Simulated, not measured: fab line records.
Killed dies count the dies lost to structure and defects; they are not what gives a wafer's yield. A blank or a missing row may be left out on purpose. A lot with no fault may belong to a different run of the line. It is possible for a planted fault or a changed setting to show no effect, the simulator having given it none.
fab line records	flow n5-finfet
record lots=7	wafers=21	last-day=18
route steps=1938 shown HKMG_FIN@431 BEOL_M4@1111 PASSIVATION@1936
lots with no fault: from the same line, run without faults
start-h: start of the lot's first displayed wafer, in hours after the record's first day	wait-h: hours elapsed since this lot's preceding step	" repeats the value in the row above	L1.1+2: a row that stands for several wafers	- value missing, or start not given	* or withheld: withheld	< > ~ a bound
route shown NAME@n: names a module that has steps shown in the file, with the first one's number in the route	usual: mean/standard deviation taken from wafers without a fault	same: alike in all rows	chamber/n: place in a boat	sites: per-site readings	_std_site: how widely they spread, as a standard deviation	_edge_site: inner sites' mean taken away from outer sites' mean	radius-mm: how far each site lies from the wafer's centre	mask NAME#n: copy n	behind: tool/chamber where the wafer was last shaped	hold: cause of the lot's hold/its duration in hours/its outcome	device: the transistor (n, p or np) that didn't switch	end of line: the route-end tests of the same wafers	a step without rows: its recipe alone	killed: dies that structure and defects cost at the first sort, which is not the same as the wafer's yield	map: a wafer's dies, marking killed ones x, the rest . and places with no die _
set.NAME: the setting that was run; set.NAME@STEP: the one run at that earlier step	model.NAME: the simulator's own value behind a step, which no gauge read
lots seen at some steps along the route; tables by step, rows by wafer
services: when a tool's chamber went out of use (start-h, in hours from the record's first day, below 0 if earlier), for how many hours, and the reason
## steps
# step N5_HKMG_FIN_OVL_MEAS_13
# recipe points-per-wafer=44
# usual NWFM_OVL=-0.2/0.75
lot.wafer	tool	chamber	start-h	wait-h	NWFM_OVL[nm]
L155.3	overlay-02	0	81.33	0.0	0.4
L155.4	"	0	"	"	-0.9
L155.6	"	0	"	"	-0.1
L158.2	overlay-01	0	97.77	0.0	0.6
L158.4	"	0	"	"	0.7
L158.5	"	0	"	"	-0.7
L165.1	overlay-02	0	142.52	0.0	-1.6
L165.2	"	0	"	"	0.2
L165.6	"	0	"	"	0.3
L166.1	overlay-01	0	178.25	0.0	-0.4
L166.2	"	0	"	"	-0.7
L166.5	"	0	"	"	-1.0
L168.2	overlay-01	0	178.78	0.0	-0.1
L168.3	"	0	"	"	0.1
L168.5	"	0	"	"	0.7
L173.2	overlay-01	0	208.09	0.0	-0.9
L173.4	"	0	"	"	-0.5
L173.6	"	0	"	"	-1.1
L174.1	overlay-01	0	214.42	0.0	0.6
L174.4	"	0	"	"	0.2
L174.5	"	0	"	"	1.3
# step N5_HKMG_FIN_INSPECT_14
# recipe mode=adi	inspect-instrument=macro
# usual raw-defect-count=1.9/1.3
lot.wafer	tool	chamber	start-h	wait-h	raw-defect-count
L155.3	defect-inspect-01	-	81.35	0.0	2
L155.4	"	-	"	"	3
L155.6	"	-	"	"	1
L158.2	defect-inspect-02	-	97.79	0.0	2
L158.4	"	-	"	"	0
L158.5	"	-	"	"	2
L165.1	defect-inspect-02	-	142.55	0.0	2
L165.2	"	-	"	"	2
L165.6	"	-	"	"	2
L166.1	defect-inspect-01	-	178.28	0.0	2
L166.2	"	-	"	"	3
L166.5	"	-	"	"	2
L168.2	defect-inspect-01	-	178.80	0.0	1
L168.3	"	-	"	"	4
L168.5	"	-	"	"	2
L173.2	defect-inspect-02	-	208.11	0.0	0
L173.4	"	-	"	"	2
L173.6	"	-	"	"	0
L174.1	defect-inspect-01	-	214.45	0.0	3
L174.4	"	-	"	"	2
L174.5	"	-	"	"	3
# step N5_HKMG_FIN_DESCUM_17
# recipe chemistry=O2	time-s=7.9	source-power-w=50	bias-power-w=20	pressure-mtorr=20	rf-frequency-hz=2.712e+07	temp-c=40	resist=CAR-ArF	o2-flow-sccm=225
# step N5_HKMG_FIN_ETCH_31
# recipe chemistry=CF4	target=SiARC	target-depth-a=455	mask-material=CAR-ArF	time-s=75.8	ion-energy-ev=80	pressure-mtorr=40	source-w=545	bias-w=36	Ar_flow_sccm=100	cf4-flow-sccm=100	ends=cleared
# step N5_HKMG_FIN_ETCH_32
# recipe chemistry=N2/H2	target=SOC	target-depth-a=2400	temp-c=40	time-s=300	ion-energy-ev=200	mask-material=SiARC	pressure-mtorr=30	source-w=840	bias-w=150	n2-flow-sccm=200	h2-flow-sccm=200
# usual drypump-motor-current-A=5.6/0.49	oes-product-au=0.78/0.079	rf-vpp-V=524.5/2.7	showerhead-plenum-p-Torr=2.56/0.096	temp-c=39.98/0.12	throttle-valve-pct=17.79/0.19
lot.wafer	tool	chamber	start-h	wait-h	drypump-motor-current-A	oes-product-au	rf-hours-counter-h	rf-vpp-V	showerhead-plenum-p-Torr	temp-c	throttle-valve-pct
L155.3	rie-diel-05	0	81.56	0.0	6.5	0.76	128	521.3	2.45	40.06	17.70
L155.4	"	1	"	"	5.1	0.72	210	526.9	2.61	40.15	18.00
L155.6	"	1	"	"	5.2	0.72	-	526.5	2.61	39.98	17.99
L158.2	rie-diel-04	2	97.91	0.0	5.8	0.84	62	526.0	2.60	39.91	18.00
L158.4	"	3	"	"	5.8	0.81	125	520.6	2.43	40.13	17.84
L158.5	"	3	"	"	5.8	0.81	-	521.4	2.43	40.05	17.82
L165.1	rie-diel-06	1	142.67	0.0	5.8	0.78	131	520.8	2.45	39.99	17.83
L165.2	"	2	"	"	5.0	0.69	227	523.9	2.51	40.02	17.58
L165.6	"	2	"	"	5.0	0.69	-	522.4	2.51	40.12	17.57
L166.1	rie-diel-04	3	179.10	0.0	5.8	0.79	152	520.0	2.42	40.15	17.87
L166.2	"	0	"	"	4.8	0.83	75	524.3	2.56	39.98	17.62
L166.5	"	0	"	"	4.8	0.82	-	525.4	2.56	39.80	17.64
L168.2	rie-diel-06	3	179.71	0.0	6.0	0.79	120	527.3	2.67	39.96	17.88
L168.3	"	0	"	"	5.8	0.92	26	527.0	2.71	39.95	17.92
L168.5	"	2	"	"	4.9	0.68	-	523.0	2.50	40.06	17.61
L173.2	rie-diel-06	2	208.24	0.0	4.9	0.67	249	524.2	2.50	40.20	17.59
L173.4	"	3	"	"	6.0	0.78	-	527.7	2.67	40.03	17.91
L173.6	"	2	"	"	4.9	0.68	-	523.7	2.50	40.10	17.62
L174.1	rie-diel-05	3	214.57	0.0	5.6	0.69	238	525.9	2.59	39.90	18.03
L174.4	"	2	"	"	5.2	0.93	23	529.4	2.68	39.79	17.22
L174.5	"	2	"	"	5.2	0.93	-	529.9	2.69	39.66	17.22
# step N5_HKMG_FIN_STRIP_33
# recipe chemistry=N2/H2	temp-c=40	n2-flow-sccm=200	h2-flow-sccm=200	rf-frequency-hz=6e+07
# step N5_HKMG_FIN_STRIP_34
# recipe chemistry=CF4	resist=SiARC	power-w=300	bias-power-w=75	pressure-mtorr=50	cf4-flow-sccm=150	rf-frequency-hz=6e+07
# step N5_HKMG_FIN_ETCH_35
# recipe chemistry=N2/H2	target=SOC	target-depth-a=2158	ion-energy-ev=65	bias-w=5	source-w=3000	time-s=243.4	pressure-mtorr=30	n2-flow-sccm=200	h2-flow-sccm=200
# step N5_HKMG_FIN_STRIP_92
# recipe chemistry=N2/H2	material=SOC	time-s=20	power-w=500	temp-c=40	pressure-mtorr=50	rf-frequency-hz=6e+07	bias-power-w=8	h2-frac=0.5	n2-flow-sccm=300	h2-flow-sccm=300
# usual bias-power-w=7.999/0.026	drypump-motor-current-A=5.6/0.5	oes-product-au=0.78/0.081	rf-vpp-V=54.3/0.84	showerhead-plenum-p-Torr=3.38/0.12	temp-c=39.99/0.11	throttle-valve-pct=18.88/0.3
lot.wafer	tool	chamber	start-h	wait-h	bias-power-w	drypump-motor-current-A	oes-product-au	rf-hours-counter-h	rf-vpp-V	showerhead-plenum-p-Torr	temp-c	throttle-valve-pct
L155.3	rie-diel-05	0	81.92	0.1	7.999	6.5	0.77	128	53.1	3.24	40.03	18.63
L155.4	"	1	"	"	8.001	5.2	0.71	211	53.8	3.45	39.94	18.84
L155.6	"	1	"	"	8.008	5.2	0.72	-	54.5	3.45	39.87	18.84
L158.2	rie-diel-04	2	98.27	0.1	8.032	5.8	0.85	62	53.5	3.43	39.87	19.38
L158.4	"	3	"	"	8.023	5.8	0.82	126	54.2	3.22	39.94	18.72
L158.5	"	3	"	"	8.003	5.8	0.82	-	54.3	3.22	40.02	18.76
L165.1	rie-diel-06	1	143.03	0.1	8.003	5.8	0.77	131	53.3	3.24	40.09	18.86
L165.2	"	2	"	"	8.033	5.0	0.68	227	54.5	3.32	40.15	18.80
L165.6	"	2	"	"	8.041	5.0	0.69	-	54.2	3.32	39.99	18.80
L166.1	rie-diel-04	3	179.46	0.1	7.972	5.8	0.79	152	52.9	3.21	39.93	18.77
L166.2	"	0	"	"	8.040	4.8	0.82	76	55.0	3.38	39.90	19.14
L166.5	"	0	"	"	8.042	4.7	0.82	-	54.3	3.38	40.03	19.11
L168.2	rie-diel-06	3	180.07	0.1	8.001	6.0	0.80	120	55.0	3.52	39.96	18.68
L168.3	"	0	"	"	7.929	5.8	0.94	26	53.7	3.58	39.71	19.39
L168.5	"	2	"	"	7.991	4.9	0.69	-	56.1	3.31	40.07	18.82
L173.2	rie-diel-06	2	208.60	0.1	7.983	5.0	0.66	249	55.1	3.30	40.01	18.85
L173.4	"	3	"	"	7.979	6.0	0.78	-	55.3	3.52	40.08	18.71
L173.6	"	2	"	"	7.995	4.9	0.66	-	53.8	3.30	39.96	18.82
L174.1	rie-diel-05	3	214.93	0.1	7.996	5.6	0.69	238	55.1	3.42	39.85	18.95
L174.4	"	2	"	"	7.987	5.2	0.93	24	54.9	3.54	39.97	18.05
L174.5	"	2	"	"	8.022	5.2	0.94	-	55.9	3.54	39.96	18.04
# step N5_HKMG_FIN_WET_ETCH_18
# recipe chemistry=SC1	target=TiN	mix=1:1:5	temp-c=*	time-s=55	target-depth-nm=5.2	dry=ipa-marangoni	rinse-time-s=30	rinse-temp-c=23
# step N5_HKMG_FIN_STRIP_19
# recipe chemistry=N2/H2	power-w=2500	temp-c=300	h2-frac=0.65	time-s=360	pressure-mtorr=withheld	n2-flow-sccm=1750	h2-flow-sccm=3250
# usual drypump-motor-current-A=6.18/0.21	heater-power-w=495/42	temp-c=299.96/0.2
lot.wafer	tool	chamber	start-h	wait-h	drypump-motor-current-A	heater-power-w	rf-hours-counter-h	temp-c
L155.3	plasma-asher-01	0	82.19	0.1	6.11	510	-	300.01
L155.4	"	1	"	"	6.14	502	-	300.36
L155.6	"	0	"	"	6.10	502	-	299.97
L158.2	plasma-asher-02	1	98.42	0.0	6.55	546	102	300.15
L158.4	"	0	"	"	5.98	421	-	300.06
L158.5	"	0	"	"	6.00	425	-	300.03
L165.1	plasma-asher-02	0	143.18	0.0	5.96	421	109	299.55
L165.2	"	1	"	"	6.55	532	109	300.05
L165.6	"	1	"	"	6.53	554	-	300.01
L166.1	plasma-asher-01	1	179.60	0.0	6.11	494	51	300.19
L166.2	"	0	"	"	6.11	509	51	299.68
L166.5	"	0	"	"	6.12	490	-	299.89
L168.2	plasma-asher-02	0	180.22	0.0	5.94	425	114	299.96
L168.3	"	1	"	"	6.55	556	-	299.56
L168.5	"	0	"	"	5.99	422	-	300.23
L173.2	plasma-asher-02	1	208.74	0.0	6.54	544	118	299.83
L173.4	"	1	"	"	6.55	538	-	299.74
L173.6	"	1	"	"	6.54	536	-	299.75
L174.1	plasma-asher-01	0	215.08	0.0	6.12	513	59	300.04
L174.4	"	0	"	"	6.13	520	-	300.09
L174.5	"	0	"	"	6.11	508	-	299.95
# step N5_HKMG_FIN_ALD_91
# recipe material=TiN	target-thk-a=10	temp-c=400	ald-precursor-family=TiCl4	ald-co-reactant=NH3	pulse-time-s=1	purge-time-s=3	co-reactant-purge-time-s=2	co-reactant-pulse-time-s=2	ald-cycles=47	pressure-torr=3
# usual heater-power-w=873/76	precursor-pulse-height-rel=0.999/0.019
lot.wafer	tool	chamber	start-h	wait-h	heater-power-w	precursor-pulse-height-rel
L155.3	ald-metal-04	1	82.45	0.1	962	0.970
L155.4	"	0	"	"	869	1.003
L155.6	"	1	"	"	942	0.976
L158.2	ald-metal-03	2	98.80	0.3	903	1.011
L158.4	"	3	"	"	867	1.009
L158.5	"	0	"	"	809	0.995
L165.1	ald-metal-03	2	143.56	0.3	935	1.026
L165.2	"	3	"	"	870	1.018
L165.6	"	2	"	"	907	0.990
L166.1	ald-metal-04	0	179.99	0.3	871	0.991
L166.2	"	3	"	"	815	0.984
L166.5	"	3	"	"	810	0.982
L168.2	ald-metal-03	0	180.61	0.3	793	0.987
L168.3	"	1	"	"	904	0.979
L168.5	"	2	"	"	917	1.004
L173.2	ald-metal-03	3	209.13	0.3	860	1.011
L173.4	"	0	"	"	800	0.988
L173.6	"	2	"	"	906	0.971
L174.1	ald-metal-03	0	215.46	0.3	797	0.977
L174.4	"	2	"	"	943	0.993
L174.5	"	0	"	"	781	1.014
# step N5_HKMG_FIN_COAT_85
# recipe resist=SOC	temp-c=250	time-s=60	spin-rpm=1500	resist-thk-nm=300
# usual resist-line-temp-C=22.99/0.12	spin-speed-rpm=1500.0/1.2
lot.wafer	tool	chamber	start-h	wait-h	resist-line-temp-C	spin-speed-rpm	model.SOC_of_HKMG_FIN_COAT_85.thk-nm
L155.3	litho-track-05	0	82.73	0.2	23.09	1498.9	299.4
L155.4	"	0	"	"	23.09	1498.8	300
L155.6	"	0	"	"	23.15	1500.3	299.4
L158.2	litho-track-03	0	99.08	0.2	23.17	1498.4	298.4
L158.4	"	0	"	"	23.05	1499.0	299.6
L158.5	"	0	"	"	23.05	1499.5	299.2
L165.1	litho-track-03	0	143.96	0.3	23.07	1551.8	295.6
L165.2	"	0	"	"	22.94	1553.2	295.6
L165.6	"	0	"	"	22.98	1551.3	295.8
L166.1	litho-track-03	0	180.27	0.2	23.18	1553.4	296.6
L166.2	"	0	"	"	23.16	1550.9	297
L166.5	"	0	"	"	22.95	1551.3	296.4
L168.2	litho-track-03	0	180.89	0.2	22.87	1552.9	294.8
L168.3	"	0	"	"	22.91	1552.9	295.6
L168.5	"	0	"	"	22.93	1553.2	295.2
L173.2	litho-track-04	0	209.40	0.2	23.09	1499.6	298.4
L173.4	"	0	"	"	23.01	1499.4	299.2
L173.6	"	0	"	"	22.94	1500.1	298.6
L174.1	litho-track-05	0	215.74	0.2	22.96	1500.4	300
L174.4	"	0	"	"	22.91	1500.8	301.2
L174.5	"	0	"	"	22.75	1501.6	300.6
# step N5_HKMG_FIN_ETCH_86
# recipe chemistry=N2/H2	target=SOC	target-depth-a=3932	stop-on=TiN	ion-energy-ev=100	bias-w=61	pressure-mtorr=30	source-w=850	n2-flow-sccm=200	h2-flow-sccm=200
# usual drypump-motor-current-A=5.6/0.49	oes-product-au=0.78/0.084	rf-vpp-V=241.0/1.5	showerhead-plenum-p-Torr=2.57/0.097	throttle-valve-pct=17.78/0.22
lot.wafer	tool	chamber	start-h	wait-h	drypump-motor-current-A	oes-product-au	rf-hours-counter-h	rf-vpp-V	showerhead-plenum-p-Torr	throttle-valve-pct
L155.3	rie-diel-06	2	82.79	-	4.9	0.70	204	239.4	2.52	17.52
L155.4	"	3	"	"	6.1	0.81	-	241.8	2.69	17.80
L155.6	"	1	"	"	5.8	0.80	-	240.8	2.46	17.78
L158.2	rie-diel-05	1	99.14	-	5.1	0.70	218	241.9	2.61	18.01
L158.4	"	3	"	"	5.6	0.71	-	242.7	2.61	17.94
L158.5	"	0	"	"	6.4	0.76	-	239.3	2.45	17.71
L165.1	rie-diel-06	0	144.06	-	5.8	0.91	16	242.4	2.72	17.86
L165.2	"	2	"	"	4.9	0.68	227	241.2	2.51	17.54
L165.6	"	3	"	"	6.0	0.78	-	241.8	2.68	17.85
L166.1	rie-diel-05	2	180.36	-	5.2	0.91	18	241.4	2.69	17.18
L166.2	"	3	"	"	5.5	0.68	223	242.3	2.60	18.00
L166.5	"	2	"	"	5.2	0.91	-	241.7	2.69	17.18
L168.2	rie-diel-06	1	180.95	-	5.8	0.76	141	238.9	2.45	17.85
L168.3	"	0	"	"	5.8	0.89	27	242.7	2.71	17.91
L168.5	"	2	"	"	5.0	0.68	-	240.3	2.50	17.57
L173.2	rie-diel-05	2	209.72	-	5.2	0.91	22	242.1	2.69	17.20
L173.4	"	3	"	"	5.6	0.68	235	242.7	2.59	18.01
L173.6	"	3	"	"	5.6	0.68	-	241.4	2.59	18.01
L174.1	rie-diel-04	0	215.80	-	4.8	0.80	89	241.5	2.55	17.63
L174.4	"	3	"	"	5.8	0.76	166	238.5	2.42	17.88
L174.5	"	1	"	"	6.0	0.72	-	242.4	2.63	17.65
# step N5_BEOL_M4_RC_MEAS_101
# usual DIBL_N=37.2/2.1	DIBL_P=37.3/2.3	IOFF_N=0.18/0.041	IOFF_P=0.24/0.042	ION_N=680/13	ION_P=466/7.7	SS_N=71.8/0.68	SS_P=73.5/0.66	VT_N=249/3.6	VT_P=-248/3.4
lot.wafer	tool	chamber	start-h	wait-h	DIBL_N[mV/V]	DIBL_P[mV/V]	IOFF_N[nA/um]	IOFF_P[nA/um]	ION_N[uA/um]	ION_P[uA/um]	SS_N[mV/dec]	SS_P[mV/dec]	VT_N[mV]	VT_P[mV]
L155.3	prober-01	0	185.33	0.3	35.0	35.9	0.15	0.21	671	455	71.6	73.2	253	-254
L155.4	"	0	"	"	38.3	39.4	0.24	0.28	704	472	71.5	74.0	244	-244
L155.6	"	0	"	"	35.0	35.1	0.15	0.20	674	462	71.5	73.7	250	-251
L158.2	prober-02	0	202.41	0.2	35.6	31.9	0.12	0.15	661	453	71.6	72.6	255	-252
L158.4	"	0	"	"	34.7	31.6	0.12	0.15	659	453	71.1	72.2	252	-253
L158.5	"	0	"	"	34.7	31.7	0.11	0.15	661	455	71.2	72.2	255	-254
L165.1	prober-01	0	229.21	0.2	38.3	37.2	0.19	0.24	686	468	71.4	73.2	245	-246
L165.2	"	0	"	"	38.0	35.8	0.16	0.20	676	460	71.5	73.0	252	-249
L165.6	"	0	"	"	38.4	35.9	0.15	0.20	665	453	71.1	72.9	252	-251
L166.1	prober-01	0	261.95	0.2	41.1	41.6	0.26	0.31	694	466	72.6	74.0	240	-247
L166.2	"	0	"	"	41.0	41.4	0.24	0.31	696	473	72.6	75.2	244	-246
L166.5	"	0	"	"	39.7	39.4	0.22	0.27	696	471	72.9	74.5	244	-249
L168.2	prober-01	0	269.08	0.2	40.9	40.6	0.24	0.29	691	467	72.1	74.9	246	-245
L168.3	"	0	"	"	40.5	40.3	0.23	0.29	693	465	72.2	74.2	245	-243
L168.5	"	0	"	"	39.7	39.7	0.21	0.26	678	462	72.4	73.8	249	-246
L173.2	prober-01	0	308.52	0.6	38.6	38.9	0.16	0.22	668	455	71.4	73.9	253	-252
L173.4	"	0	"	"	35.9	35.5	0.12	0.19	665	464	71.0	72.7	252	-254
L173.6	"	0	"	"	35.9	35.1	0.13	0.18	668	458	70.6	73.4	256	-254
L174.1	prober-02	0	312.96	0.0	36.9	35.6	0.15	0.21	683	469	71.1	73.1	251	-250
L174.4	"	0	"	"	37.4	36.3	0.16	0.21	673	471	71.7	73.4	251	-248
L174.5	"	0	"	"	40.1	38.5	0.21	0.25	682	470	72.7	74.0	247	-247
# step N5_PASSIVATION_PROBE_49
# usual defect-limited-yield=91.0/1.6	killed_at_M0_to_M3=35/11	killed_at_M4_up=14/5.3	killed-at-contacts=13/6.7	killed-at-front-end=41/12	killed-at-other=3.9/2.7	killed-dies=106/19	killed-open=70/14	killed-short=35/8.8	sort_bin_4_leakage=0.01/0.058	sort_bin_5_function=5.3/1	sort_bin_6_memory=3.3/0.81	sort_bin_8_speed=0.00/0.0072	sort-n-pass=1073/19	sort-yield-pct=91.0/1.6
# same gross-dies=1180	killed-at-back-side=0
lot.wafer	tool	chamber	start-h	wait-h	defect-limited-yield[%]	killed_at_M0_to_M3	killed_at_M4_up	killed-at-contacts	killed-at-front-end	killed-at-other	killed-dies	killed-open	killed-short	sort_bin_4_leakage[%]	sort_bin_5_function[%]	sort_bin_6_memory[%]	sort_bin_8_speed[%]	sort-n-pass	sort-yield-pct[%]
L155.3	prober-02	-	303.33	0.1	93.6	39	4	10	22	1	76	47	28	0	3.9	2.1	0	1104	93.6
L155.4	prober-02	-	303.38	0.2	92.7	22	7	7	49	1	86	43	36	0	3.7	2.9	0	1094	92.7
L155.6	prober-02	-	303.48	0.3	92.4	30	9	16	35	0	90	53	36	0	4.7	2.8	0	1090	92.4
L158.2	prober-01	-	319.08	0.1	93.9	20	23	11	17	1	72	47	23	0	3.6	2.3	0	1108	93.9
L158.4	prober-01	-	319.18	0.2	91.5	31	20	13	34	2	100	58	38	0	4.9	3.4	0	1080	91.5
L158.5	prober-01	-	319.23	0.2	94.6	16	14	10	20	4	64	39	21	0	3.1	2.2	0	1116	94.6
L165.6	prober-01	-	344.00	0.3	89.1	47	8	23	51	0	129	82	35	0	6.3	3.5	0	1051	89.1
L168.2	prober-02	-	370.69	0.1	91.4	32	12	11	41	5	101	64	36	0	4.7	3.4	0	1079	91.4
L168.3	prober-02	-	370.74	0.1	91.6	40	2	6	44	7	99	55	44	0	4.7	3.2	0	1081	91.6
L168.5	prober-02	-	370.84	0.2	92.5	20	12	10	45	1	88	55	33	0	4.4	2.9	0	1092	92.5
L174.1	prober-01	-	413.30	0.0	89.9	32	16	17	46	8	119	79	37	0	6.4	3.1	0	1061	89.9
L174.4	prober-01	-	413.45	0.2	91.2	37	21	9	28	9	104	74	29	0	5.8	2.8	0	1076	91.2
L174.5	prober-01	-	413.50	0.2	89.7	47	14	10	48	3	122	83	36	0	5.2	4.7	0	1058	89.7
L173.2	prober-01	-	422.83	0.1	88.8	59	9	16	46	2	132	96	35	0	5.6	5.2	0	1048	88.8
L173.4	prober-01	-	422.93	0.2	90.1	40	8	16	52	1	117	81	35	0	5.9	3.6	0	1063	90.1
L173.6	prober-01	-	423.03	0.3	91.4	55	11	4	27	5	102	73	29	0	5.3	3.0	0	1078	91.4
# killed by level:class
L155.3 BEOL_M3:geometric-particle:open=8 MOL_CONTACT_COAG:geometric-particle:open=8 BEOL_M0_SAQP:geometric-particle:short=8 BEOL_M0_SAQP:geometric-particle:open=5 BEOL_M1:geometric-particle:open=5 BEOL_M2:geometric-particle:short=5 FIN_SAQP:geometric-particle:open=3 GATE_CUT:geometric-particle:open=3
L155.4 FIN_SAQP:geometric-particle:short=16 FIN_SAQP:geometric-particle:open=7 GATE_CUT:geometric-particle:short=7 BEOL_M2:geometric-particle:short=5 BEOL_M0_SAQP:geometric-particle:open=5 STARTING-WAFER:geometric-particle:open=5 HKMG_FIN:area-etch=5 MOL_CONTACT_COAG:geometric-particle:open=4
L155.6 MOL_CONTACT_COAG:geometric-particle:open=14 FIN_SAQP:geometric-particle:open=9 BEOL_M0_SAQP:geometric-particle:short=9 FIN_SAQP:geometric-particle:short=7 GATE_CUT:geometric-particle:short=6 BEOL_M2:geometric-particle:short=5 DUMMY_GATE:geometric-particle:open=5 BEOL_M2:geometric-particle:open=4
L158.2 BEOL_M4:geometric-particle:open=10 MOL_CONTACT_COAG:geometric-particle:open=6 BEOL_M0_SAQP:geometric-particle:open=6 MOL_CONTACT_COAG:geometric-particle:short=5 BEOL_M0_SAQP:geometric-particle:short=5 FIN_SAQP:geometric-particle:open=4 BEOL_M1:geometric-particle:open=4 FIN_SAQP:geometric-particle:short=3
L158.4 BEOL_M0_SAQP:geometric-particle:open=11 MOL_CONTACT_COAG:geometric-particle:open=9 BEOL_M4:geometric-particle:open=8 STI_FIN_REVEAL:geometric-particle:open=7 FIN_SAQP:geometric-particle:short=6 BEOL_M2:geometric-particle:open=6 MOL_CONTACT_COAG:geometric-particle:short=4 STI_FIN_REVEAL:geometric-particle:short=3
L158.5 MOL_CONTACT_COAG:geometric-particle:open=6 BEOL_M4:geometric-particle:open=6 BEOL_M0_SAQP:geometric-particle:short=5 GATE_CUT:geometric-particle:open=4 MOL_CONTACT_COAG:geometric-particle:short=4 BEOL_M3:geometric-particle:open=4 FIN_SAQP:geometric-particle:short=2 STI_FIN_REVEAL:geometric-particle:short=2
L165.6 MOL_CONTACT_COAG:geometric-particle:open=21 STI_FIN_REVEAL:geometric-particle:open=14 HKMG_FIN:area-etch=10 BEOL_M2:geometric-particle:open=9 FIN_SAQP:geometric-particle:short=8 BEOL_M3:geometric-particle:open=8 BEOL_M0_SAQP:geometric-particle:open=8 BEOL_M0_SAQP:geometric-particle:short=8
L168.2 BEOL_M3:geometric-particle:open=14 FIN_SAQP:geometric-particle:short=13 MOL_CONTACT_COAG:geometric-particle:open=11 STI_FIN_REVEAL:geometric-particle:open=6 BEOL_M0_SAQP:geometric-particle:short=6 BEOL_M1:geometric-particle:open=6 FIN_SAQP:geometric-particle:open=5 BEOL_M4:geometric-particle:open=5
L168.3 BEOL_M0_SAQP:geometric-particle:short=15 BEOL_M0_SAQP:geometric-particle:open=11 FIN_SAQP:geometric-particle:open=7 STI_FIN_REVEAL:geometric-particle:open=7 GATE_CUT:geometric-particle:open=6 FIN_SAQP:geometric-particle:short=5 GATE_CUT:geometric-particle:short=5 BEOL_M2:geometric-particle:open=5
L168.5 STI_FIN_REVEAL:geometric-particle:open=14 MOL_CONTACT_COAG:geometric-particle:open=9 FIN_SAQP:geometric-particle:short=7 STI_FIN_REVEAL:geometric-particle:short=7 BEOL_M8:geometric-particle:open=6 GATE_CUT:geometric-particle:short=5 BEOL_M1:geometric-particle:open=5 FIN_SAQP:geometric-particle:open=4
L174.1 MOL_CONTACT_COAG:geometric-particle:open=14 BEOL_M4:geometric-particle:open=10 BEOL_M1:geometric-particle:open=9 BEOL_M3:geometric-particle:open=8 FIN_SAQP:geometric-particle:open=7 BEOL_M3:geometric-particle:short=6 DUMMY_GATE:geometric-particle:open=5 GATE_CUT:geometric-particle:short=5
L174.4 BEOL_M1:geometric-particle:open=15 BEOL_M4:geometric-particle:open=13 BEOL_M2:geometric-particle:open=7 MOL_CONTACT_COAG:geometric-particle:open=6 GATE_CUT:geometric-particle:short=5 PAD_METAL:geometric-particle:open=5 FIN_SAQP:geometric-particle:open=4 GATE_CUT:geometric-particle:open=4
L174.5 BEOL_M1:geometric-particle:open=15 BEOL_M3:geometric-particle:open=14 FIN_SAQP:geometric-particle:open=10 FIN_SAQP:geometric-particle:short=9 MOL_CONTACT_COAG:geometric-particle:open=9 BEOL_M1:geometric-particle:short=7 BEOL_M4:geometric-particle:open=6 STI_FIN_REVEAL:geometric-particle:open=5
L173.2 STI_FIN_REVEAL:geometric-particle:open=21 BEOL_M0_SAQP:geometric-particle:open=19 BEOL_M2:geometric-particle:open=15 MOL_CONTACT_COAG:geometric-particle:open=13 BEOL_M0_SAQP:geometric-particle:short=13 BEOL_M1:geometric-particle:open=8 STI_FIN_REVEAL:geometric-particle:short=6 GATE_CUT:geometric-particle:open=5
L173.4 STI_FIN_REVEAL:geometric-particle:open=22 MOL_CONTACT_COAG:geometric-particle:open=14 BEOL_M0_SAQP:geometric-particle:short=10 BEOL_M0_SAQP:geometric-particle:open=9 FIN_SAQP:geometric-particle:open=7 GATE_CUT:geometric-particle:short=7 BEOL_M2:geometric-particle:open=7 BEOL_M1:geometric-particle:open=5
L173.6 BEOL_M2:geometric-particle:open=18 STI_FIN_REVEAL:geometric-particle:open=10 BEOL_M1:geometric-particle:open=8 BEOL_M0_SAQP:geometric-particle:short=6 BEOL_M0_SAQP:geometric-particle:open=5 BEOL_M1:geometric-particle:short=5 DUMMY_GATE:geometric-particle:open=4 BEOL_M0:geometric-particle:open=4
## services
tool	chamber	start-h	hours	kind
rie-diel-06	0	65.14	-	clean
rie-diel-06	0	65.14	-	consumable-replace:focus-ring
rie-diel-06	0	65.14	-	consumable-replace:showerhead
rie-diel-06	0	65.14	31.0	scheduled-down
rie-diel-06	0	65.14	31.0	vent-cycle
rie-diel-04	1	72.66	7.5	repair
plasma-asher-02	-	81.42	2.8	pm
rie-diel-05	2	89.97	4.8	repair
rie-diel-05	2	95.16	-	clean
rie-diel-05	2	95.16	-	consumable-replace:focus-ring
rie-diel-05	2	95.16	-	consumable-replace:showerhead
rie-diel-05	2	95.16	32.9	scheduled-down
rie-diel-04	1	106.99	5.1	repair
ald-metal-03	1	133.61	13.1	repair
ald-metal-03	0	139.45	19.2	repair
rie-diel-05	0	147.50	7.9	repair
rie-diel-04	2	158.73	9.8	repair
plasma-asher-01	-	163.39	2.4	repair
rie-diel-05	2	186.93	18.4	repair
rie-diel-06	1	194.90	14.0	repair
rie-diel-06	2	211.29	-	clean
rie-diel-06	2	211.29	-	consumable-replace:focus-ring
rie-diel-06	2	211.29	18.5	scheduled-down
rie-diel-06	2	211.29	18.5	vent-cycle
## key
first-sign step=N5_HKMG_FIN_COAT_85	reading=spin-speed-rpm	direction=up	sigmas=45	usual=*	struck=*
effect none on later readings
model-effect step=N5_HKMG_FIN_COAT_85	value=SOC_of_HKMG_FIN_COAT_85.thk-nm	without=300.9	struck=295.8
met-at N5_HKMG_FIN_COAT_85
struck-wafers L165.1,L165.2,L165.6,L166.1,L166.2,L166.5,L168.2,L168.3,L168.5
onset-between 99.08 143.96
fault kind=process-parameter-drift	tool=litho-track-03	chamber=-	onset-h=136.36	steps=N5_HKMG_FIN_COAT_85	channel=spin-rpm	offset=*	shape=step	end-h=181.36	acts-in=*	stated=*
